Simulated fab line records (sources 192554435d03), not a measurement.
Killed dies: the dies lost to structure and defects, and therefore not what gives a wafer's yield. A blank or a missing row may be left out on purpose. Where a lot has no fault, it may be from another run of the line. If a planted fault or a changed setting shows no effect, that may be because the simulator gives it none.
Which tool was responsible? + flow n5-finfet + Sampling: 10 lots, 30 wafers, 5 of 1938 route steps

## WHAT THE GAUGES READ, wafer by wafer
N5_BEOL_M0_SAQP_INSPECT_16: inspects for defects (brightfield). Usual: raw-defect-count 515, standard deviation 150.
| lot  | measured     | on                | raw-defect-count | flag |
|------|--------------|-------------------|------------------|------|
| L756 | day 5 18:44  | defect-inspect-02 | 533 694 611      |      |
| L757 | day 6 00:27  | defect-inspect-01 | 473 448 398      |      |
| L765 | day 9 03:35  | defect-inspect-01 | 460 368 404      |      |
| L767 | day 9 03:47  | defect-inspect-01 | 357 291 404      |      |
| L769 | day 9 03:59  | defect-inspect-01 | 383 502 510      |      |
| L773 | day 10 00:55 | defect-inspect-01 | 525 516 355      |      |
| L775 | day 10 11:31 | defect-inspect-01 | 502 487 479      |      |
| L776 | day 10 16:13 | defect-inspect-02 | 656 437 785      |      |
| L777 | day 11 00:57 | defect-inspect-02 | 657 527 511      |      |
| L778 | day 11 05:00 | defect-inspect-01 | 620 574 395      |      |

N5_BEOL_M4_RC_MEAS_101. Usual: DIBL_N 36.2 mV/V, standard deviation 2.4; DIBL_P 36.2 mV/V, standard deviation 2.6; IOFF_N 0.16 nA/um, standard deviation 0.045; IOFF_P 0.21 nA/um, standard deviation 0.046; ION_N 674 uA/um, standard deviation 17; ION_P 463 uA/um, standard deviation 11; SS_N 71.5 mV/dec, standard deviation 0.77; SS_P 73.1 mV/dec, standard deviation 0.76; VT_N 250 mV, standard deviation 3.9; VT_P -250 mV, standard deviation 3.9.
| lot  | measured     | on        | DIBL_N (mV/V)  | DIBL_P (mV/V)  | IOFF_N (nA/um) | IOFF_P (nA/um) | ION_N (uA/um) | ION_P (uA/um) | SS_N (mV/dec)  | SS_P (mV/dec)  | VT_N (mV)   | VT_P (mV)      | flag |
|------|--------------|-----------|----------------|----------------|----------------|----------------|---------------|---------------|----------------|----------------|-------------|----------------|------|
| L756 | day 7 18:56  | prober-02 | 32.4 30.5 37.0 | 31.4 28.2 37.0 | 0.10 0.07 0.18 | 0.13 0.10 0.20 | 667 649 678   | 456 448 463   | 69.5 69.5 71.2 | 71.9 70.9 73.7 | 254 261 249 | -258 -261 -252 |      |
| L757 | day 7 21:52  | prober-01 | 34.6 32.8 31.4 | 37.3 36.1 34.6 | 0.13 0.12 0.10 | 0.16 0.15 0.14 | 646 677 658   | 439 470 457   | 71.7 71.7 70.6 | 73.4 72.2 72.7 | 258 253 255 | -258 -257 -258 |      |
| L765 | day 11 05:39 | prober-02 | 34.9 37.4 36.3 | 35.3 36.0 35.8 | 0.14 0.19 0.16 | 0.21 0.22 0.22 | 678 669 669   | 467 460 461   | 71.3 72.6 71.0 | 72.5 73.1 73.3 | 250 248 248 | -248 -251 -249 |      |
| L767 | day 11 09:36 | prober-01 | 37.6 31.5 36.7 | 36.0 28.5 34.3 | 0.17 0.09 0.17 | 0.26 0.14 0.23 | 671 648 681   | 466 451 471   | 71.2 69.6 71.2 | 73.7 72.5 73.0 | 250 254 246 | -246 -254 -243 |      |
| L769 | day 11 14:35 | prober-01 | 39.9 36.7 36.6 | 39.5 35.6 35.2 | 0.23 0.16 0.16 | 0.33 0.24 0.24 | 676 674 696   | 469 469 476   | 73.1 71.7 71.7 | 74.4 73.7 73.8 | 246 250 250 | -244 -247 -246 |      |
| L773 | day 12 15:38 | prober-02 | 37.8 36.7 36.5 | 38.2 37.2 35.5 | 0.20 0.18 0.17 | 0.24 0.22 0.19 | 681 684 670   | 466 465 459   | 71.0 71.7 71.9 | 73.6 73.4 72.6 | 243 248 248 | -247 -251 -249 |      |
| L777 | day 13 21:27 | prober-02 | 35.4 33.3 34.5 | 35.4 32.2 34.5 | 0.14 0.10 0.13 | 0.22 0.17 0.21 | 663 647 674   | 456 452 474   | 70.9 70.8 71.5 | 73.0 72.6 72.9 | 250 258 255 | -248 -251 -250 |      |
| L778 | day 14 07:34 | prober-01 | 33.8 38.3 32.8 | 34.0 38.9 33.3 | 0.13 0.21 0.12 | 0.21 0.28 0.19 | 661 687 688   | 458 475 477   | 71.6 71.9 72.0 | 72.5 73.3 71.6 | 253 247 253 | -248 -245 -250 |      |

## TOOL THAT RAN EACH LOT (tool first, then ch and the chambers of the sampled wafers, then the start)
| lot  | N5_BEOL_M0_SAQP_STRIP_86           | N5_BEOL_M0_SAQP_RECESS_114         | N5_BEOL_M0_SAQP_MANDREL_ETCH_103 |
|------|------------------------------------|------------------------------------|----------------------------------|
| L756 | rie-diel-06 ch 1,2, day 5 19:09    | vapor-etch-02 ch 0,1, day 5 19:28  | rie-si-03 ch 2,3, day 5 20:41    |
| L757 | rie-diel-06 ch 1,2, day 6 00:52    | vapor-etch-01 ch 0,1, day 6 00:59  | rie-si-01 ch 0,3, day 6 02:25    |
| L765 | rie-diel-06 ch 0,1,3, day 9 04:34  | vapor-etch-02 ch 0,1, day 9 04:42  | rie-si-01 ch 0,2,3, day 9 06:11  |
| L767 | rie-diel-01 ch 0,1,2, day 9 04:44  | vapor-etch-02 ch 0,1, day 9 05:04  | rie-si-03 ch 0,2,3, day 9 06:34  |
| L769 | rie-diel-02 ch 0,2, day 9 04:58    | vapor-etch-02 ch 0,1, day 9 05:54  | rie-si-01 ch 0,3, day 9 07:03    |
| L773 | rie-diel-01 ch 1,2,3, day 10 01:26 | vapor-etch-01 ch 0,1, day 10 01:34 | rie-si-04 ch 2,3, day 10 02:58   |
| L775 | rie-diel-01 ch 2,3, day 10 12:16   | vapor-etch-02 ch 0,1, day 10 12:23 | rie-si-04 ch 2,3, day 10 13:45   |
| L776 | rie-diel-06 ch 1,2,3, day 10 18:19 | vapor-etch-01 ch 0,1, day 10 18:27 | rie-si-01 ch 2,3, day 10 20:16   |
| L777 | rie-diel-01 ch 0,2,3, day 11 01:32 | vapor-etch-01 ch 1, day 11 01:40   | rie-si-04 ch 1,2, day 11 03:08   |
| L778 | rie-diel-06 ch 0,3, day 11 05:38   | vapor-etch-02 ch 0,1, day 11 05:46 | rie-si-01 ch 2,3, day 11 07:26   |
- N5_BEOL_M0_SAQP_STRIP_86: strips in N2/H2.
- N5_BEOL_M0_SAQP_RECESS_114: chemistry HF/NH3, target SiO2, target depth 14.4 nm, afs cycles 3, sublimation time 60 s.
- N5_BEOL_M0_SAQP_MANDREL_ETCH_103: etches a-Si in HBr/Cl2, stops on SiCN, target depth 45 nm, bt time 10 s, time 27 s.

## AS READ BY THE TOOLS THEMSELVES (means over the sampled wafers that have a number; for cases with no such wafer, the mark the record gives instead)
N5_BEOL_M0_SAQP_STRIP_86. Usual: drypump-motor-current-A 5.7 A, standard deviation 0.47; oes-product-au 0.77 a.u., standard deviation 0.1; power-w 500.0 W, standard deviation 1.3; rf-vpp-V 122.1 V, standard deviation 1.5; showerhead-plenum-p-Torr 3.42 Torr, standard deviation 0.082; throttle-valve-pct 19.2 %, standard deviation 0.34.
| lot  | tool        | drypump-motor-current-A (A) | oes-product-au (a.u.) | power-w (W) | rf-vpp-V (V) | showerhead-plenum-p-Torr (Torr) | throttle-valve-pct (%) | flag |
|------|-------------|-----------------------------|-----------------------|-------------|--------------|---------------------------------|------------------------|------|
| L756 | rie-diel-06 | 5.9                         | 0.75                  | 500.3       | 122.1        | 3.50                            | 19.2                   |      |
| L757 | rie-diel-06 | 5.6                         | 0.80                  | 500.8       | 123.1        | 3.51                            | 19.2                   |      |
| L765 | rie-diel-06 | 5.3                         | 0.89                  | 499.8       | 122.2        | 3.37                            | 18.9                   |      |
| L767 | rie-diel-01 | 5.5                         | 0.71                  | 500.4       | 122.3        | 3.42                            | 19.5                   |      |
| L769 | rie-diel-02 | 5.7                         | 0.79                  | 500.0       | 124.0        | 3.54                            | 19.8                   |      |
| L773 | rie-diel-01 | 5.7                         | 0.76                  | 500.4       | 122.3        | 3.45                            | 19.2                   |      |
| L775 | rie-diel-01 | 6.1                         | 0.81                  | 499.8       | 122.8        | 3.44                            | 19.0                   |      |
| L776 | rie-diel-06 | 5.5                         | 0.79                  | 500.7       | 122.7        | 3.42                            | 19.0                   |      |
| L777 | rie-diel-01 | 5.9                         | 0.83                  | 499.8       | 121.5        | 3.41                            | 19.2                   |      |
| L778 | rie-diel-06 | 5.2                         | 0.89                  | 500.1       | 121.9        | 3.30                            | 18.8                   |      |

N5_BEOL_M0_SAQP_RECESS_114. Usual: drypump-motor-current-A 5.9 A, standard deviation 0.32.
| lot  | tool          | drypump-motor-current-A (A) | flag |
|------|---------------|-----------------------------|------|
| L756 | vapor-etch-02 | 6.0                         |      |
| L757 | vapor-etch-01 | 5.6                         |      |
| L765 | vapor-etch-02 | 6.2                         |      |
| L767 | vapor-etch-02 | 6.2                         |      |
| L769 | vapor-etch-02 | 6.2                         |      |
| L773 | vapor-etch-01 | 5.6                         |      |
| L775 | vapor-etch-02 | -                           | OFF  |
| L776 | vapor-etch-01 | -                           | OFF  |
| L777 | vapor-etch-01 | 5.8                         |      |
| L778 | vapor-etch-02 | 6.2                         |      |

N5_BEOL_M0_SAQP_MANDREL_ETCH_103. Usual: drypump-motor-current-A 5.7 A, standard deviation 0.36; oes-product-au 0.678 a.u., standard deviation 0.011; throttle-valve-pct 35.7 %, standard deviation 0.33.
| lot  | tool      | drypump-motor-current-A (A) | oes-product-au (a.u.) | throttle-valve-pct (%) | flag |
|------|-----------|-----------------------------|-----------------------|------------------------|------|
| L756 | rie-si-03 | 5.7                         | 0.674                 | 35.7                   |      |
| L757 | rie-si-01 | 5.2                         | 0.684                 | 35.6                   |      |
| L765 | rie-si-01 | 5.6                         | 0.671                 | 35.9                   |      |
| L767 | rie-si-03 | 5.7                         | 0.679                 | 35.7                   |      |
| L769 | rie-si-01 | 5.3                         | 0.680                 | 35.9                   |      |
| L773 | rie-si-04 | 5.5                         | 0.657                 | 35.9                   |      |
| L775 | rie-si-04 | 5.5                         | 0.673                 | 35.9                   |      |
| L776 | rie-si-01 | 5.9                         | 0.679                 | 36.1                   |      |
| L777 | rie-si-04 | 5.7                         | 0.683                 | 35.7                   |      |
| L778 | rie-si-01 | 5.9                         | 0.666                 | 36.1                   |      |

## THE ANSWER, worked out from the rows above alone
Rule: take the mean of a lot's wafers that have a number; if it is more than 3 standard deviations from the usual mean, the lot is off. A lot without any number at a reading at which 4 lots or more have one is off too. Where the step has rows for the other lots, those lots are counted as sound. After the gauges, taken in route order, come the tools' own readings; for these a lot's mean is taken, as printed above. The first step at which some lot is off is used, and at that step the reading that is off furthest; a lot without a number counts as furthest.
Off, at N5_BEOL_M0_SAQP_RECESS_114 on drypump-motor-current-A: L775, L776. Without a number there: L775, L776.
A tool fits if, at that step or a process step before it, it ran every lot that is off, and no sound lot after the first of them. None of those tried fits.

## WHAT THE SIMULATOR HAD INSERTED
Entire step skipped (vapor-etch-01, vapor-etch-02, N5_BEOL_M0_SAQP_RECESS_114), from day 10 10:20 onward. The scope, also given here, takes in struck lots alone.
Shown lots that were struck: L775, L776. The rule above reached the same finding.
